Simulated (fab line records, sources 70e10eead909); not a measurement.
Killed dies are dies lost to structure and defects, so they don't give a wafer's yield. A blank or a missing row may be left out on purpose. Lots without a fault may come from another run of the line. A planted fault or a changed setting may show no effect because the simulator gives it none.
Which tool did it? | flow nand_harc | 12 lots, 36 wafers sampled, at 5 steps of a route of 1302

WHAT THE GAUGES READ, wafer by wafer
NHARC_P_CONTACT_INSPECT_14.
lot  | measured     | on                | raw_defect_count
L303 | day 6 03:07  | defect_inspect-02 | 3 2 0
L309 | day 8 20:47  | defect_inspect-01 | 2 8 6
L310 | day 9 13:18  | defect_inspect-01 | 3 11 6
L316 | day 11 23:04 | defect_inspect-01 | 6 3 6
L317 | day 12 02:46 | defect_inspect-01 | 1 5 3
L319 | day 12 23:56 | defect_inspect-02 | 9 3 4
L321 | day 13 16:01 | defect_inspect-02 | 3 2 5
L320 | day 13 16:47 | defect_inspect-02 | 2 6 6
L322 | day 14 07:30 | defect_inspect-01 | 1 3 3
L323 | day 14 20:36 | defect_inspect-01 | 3 3 2
L324 | day 15 04:52 | defect_inspect-01 | 4 2 3
L325 | day 15 17:33 | defect_inspect-01 | 3 1 5

NHARC_END_SORT_01.
lot  | measured     | on        | killed_at_array | killed_at_other | killed_at_periphery | killed_dies | killed_open | killed_short
L309 | day 27 09:05 | prober-02 | 78 60 77        | 2 1 1           | 1 5 5               | 81 66 83    | 3 2 4       | 3 1 1
L310 | day 28 02:23 | prober-02 | 53              | 2               | 5                   | 60          | 5           | 3

WHICH TOOL RAN EACH LOT (tool, then ch and the chambers of the sampled wafers, then the start)
lot  | NHARC_P_GATE_DEGAS_109       | NHARC_P_CONTACT_ETCH_31            | NHARC_P_CONTACT_ALD_22
L303 | pvd_sputter-02, day 6 00:34  | rie_diel-02 ch 0,2,3, day 6 03:55  | ald_metal-02 ch 1,2,3, day 6 05:01
L309 | pvd_sputter-02, day 8 18:05  | rie_diel-02 ch 0,1, day 8 21:35    | ald_metal-04 ch 0,3, day 8 22:42
L310 | pvd_sputter-01, day 9 10:37  | rie_diel-02 ch 0,2, day 9 14:07    | ald_metal-01 ch 0,3, day 9 15:11
L316 | pvd_sputter-02, day 11 20:23 | rie_diel-06 ch 0,1,2, day 11 23:52 | ald_metal-01 ch 1,2, day 12 00:58
L317 | pvd_sputter-03, day 12 00:04 | rie_diel-05 ch 0,1,2, day 12 03:34 | ald_metal-02 ch 0,2,3, day 12 04:42
L319 | pvd_sputter-01, day 12 21:22 | rie_diel-02 ch 0,2,3, day 13 00:53 | ald_metal-04 ch 0,2, day 13 01:59
L321 | pvd_sputter-03, day 13 13:28 | rie_diel-05 ch 1,2, day 13 16:58   | ald_metal-04 ch 0,1,2, day 13 18:05
L320 | pvd_sputter-02, day 13 14:07 | rie_diel-06 ch 0,1,3, day 13 17:36 | ald_metal-01 ch 0,1,3, day 13 18:44
L322 | pvd_sputter-03, day 14 04:49 | rie_diel-05 ch 0,1,2, day 14 08:20 | ald_metal-04 ch 1,2, day 14 09:25
L323 | pvd_sputter-01, day 14 18:01 | rie_diel-02 ch 0,1,2, day 14 21:25 | ald_metal-01 ch 1,2,3, day 14 22:32
L324 | pvd_sputter-03, day 15 02:01 | rie_diel-02 ch 2,3, day 15 05:40   | ald_metal-02 ch 1,2, day 15 06:44
L325 | pvd_sputter-02, day 15 14:32 | rie_diel-05 ch 0,3, day 15 18:22   | ald_metal-04 ch 0,1,3, day 15 19:29
- NHARC_P_GATE_DEGAS_109: time 60 s.
- NHARC_P_CONTACT_ETCH_31: etches the open film in CH3F/O2, target depth 30 nm, time 85.7 s.
- NHARC_P_CONTACT_ALD_22: deposits TiN, target thk 3 nm, pulse time 1 s, ald cycles 150.

WHAT THE TOOLS THEMSELVES READ (means of the sampled wafers that have a number; where no wafer has one, the mark that the record gives instead)
NHARC_P_GATE_DEGAS_109.
lot  | tool           | heater_power_w (W)
L303 | pvd_sputter-02 | 509
L309 | pvd_sputter-02 | 484
L310 | pvd_sputter-01 | 454
L316 | pvd_sputter-02 | 492
L317 | pvd_sputter-03 | 403
L319 | pvd_sputter-01 | 433
L321 | pvd_sputter-03 | 444
L320 | pvd_sputter-02 | 504
L322 | pvd_sputter-03 | 411
L323 | pvd_sputter-01 | 454
L324 | pvd_sputter-03 | 456
L325 | pvd_sputter-02 | 493

NHARC_P_CONTACT_ETCH_31.
lot  | tool        | ch3f_flow_sccm (sccm) | drypump_motor_current_A (A) | oes_product_au (a.u.) | rf_vpp_V (V) | run_length_s (s) | showerhead_plenum_p_Torr (Torr) | throttle_valve_pct (%)
L303 | rie_diel-02 | 50.10                 | 6.1                         | 0.976                 | 243.7        | 106.8            | 2.45                            | 20.656
L309 | rie_diel-02 | 49.86                 | 6.3                         | 0.987                 | 244.5        | 61.9             | 2.45                            | 20.664
L310 | rie_diel-02 | 49.92                 | 6.4                         | 0.990                 | 244.5        | 62.6             | 2.39                            | 20.664
L316 | rie_diel-06 | 49.90                 | 6.2                         | 0.962                 | 244.4        | 107.4            | 2.47                            | 20.667
L317 | rie_diel-05 | 49.95                 | 6.0                         | 0.964                 | 245.5        | 106.9            | 2.49                            | 20.655
L319 | rie_diel-02 | 49.94                 | 6.1                         | 0.983                 | 244.1        | 106.8            | 2.45                            | 20.661
L321 | rie_diel-05 | 49.91                 | 6.1                         | 0.979                 | 244.5        | 106.9            | 2.43                            | 20.662
L320 | rie_diel-06 | 50.07                 | 6.0                         | 0.988                 | 243.6        | 107.4            | 2.43                            | 20.660
L322 | rie_diel-05 | 49.93                 | 6.0                         | 0.961                 | 245.2        | 106.9            | 2.49                            | 20.664
L323 | rie_diel-02 | 49.96                 | 6.3                         | 0.987                 | 244.0        | 106.5            | 2.47                            | 20.668
L324 | rie_diel-02 | 50.17                 | 5.9                         | 0.980                 | 245.1        | 107.1            | 2.50                            | 20.664
L325 | rie_diel-05 | 49.99                 | 5.7                         | 0.993                 | 244.5        | 106.8            | 2.52                            | 20.665

NHARC_P_CONTACT_ALD_22.
lot  | tool         | heater_power_w (W) | precursor_pulse_height_rel
L303 | ald_metal-02 | 1139               | 0.998
L309 | ald_metal-04 | 1177               | 0.996
L310 | ald_metal-01 | 1075               | 1.006
L316 | ald_metal-01 | 1044               | 1.010
L317 | ald_metal-02 | 1002               | 1.000
L319 | ald_metal-04 | 1088               | 0.980
L321 | ald_metal-04 | 1070               | 0.996
L320 | ald_metal-01 | 1083               | 0.977
L322 | ald_metal-04 | 1000               | 1.017
L323 | ald_metal-01 | 1069               | 1.001
L324 | ald_metal-02 | 1152               | 0.993
L325 | ald_metal-04 | 1086               | 0.999

THE ANSWER, worked out from the rows above alone
Rule: what is usual is taken from the lots themselves. Put in order of their means at a reading, lots are off if they are a third of the lots or fewer, leave a main group of 4 or more, and stand apart from it by a gap of 3 or more times the standard deviation of the main group's means; of several such gaps the widest counts. A main group whose means are all the same, to the digits that the tables above print for the reading, isn't used. A lot without any number at a reading at which 4 lots or more have one is off too. The other lots that the step has rows for count as sound. The gauges are gone through in route order, then the tools' own readings, and for those a lot's mean is taken as printed above. The first step at which some lot is off is used, and at that step the reading that is off furthest; a lot without a number counts as furthest.
Off: L309, L310, at NHARC_P_CONTACT_ETCH_31 (run_length_s). The main group: mean 107.0 s, standard deviation 0.27.
A tool fits if, at that step or a process step before it, it ran every lot that is off, and no sound lot after the first of them. None of those tried fits.

WHAT THE SIMULATOR HAD PUT IN
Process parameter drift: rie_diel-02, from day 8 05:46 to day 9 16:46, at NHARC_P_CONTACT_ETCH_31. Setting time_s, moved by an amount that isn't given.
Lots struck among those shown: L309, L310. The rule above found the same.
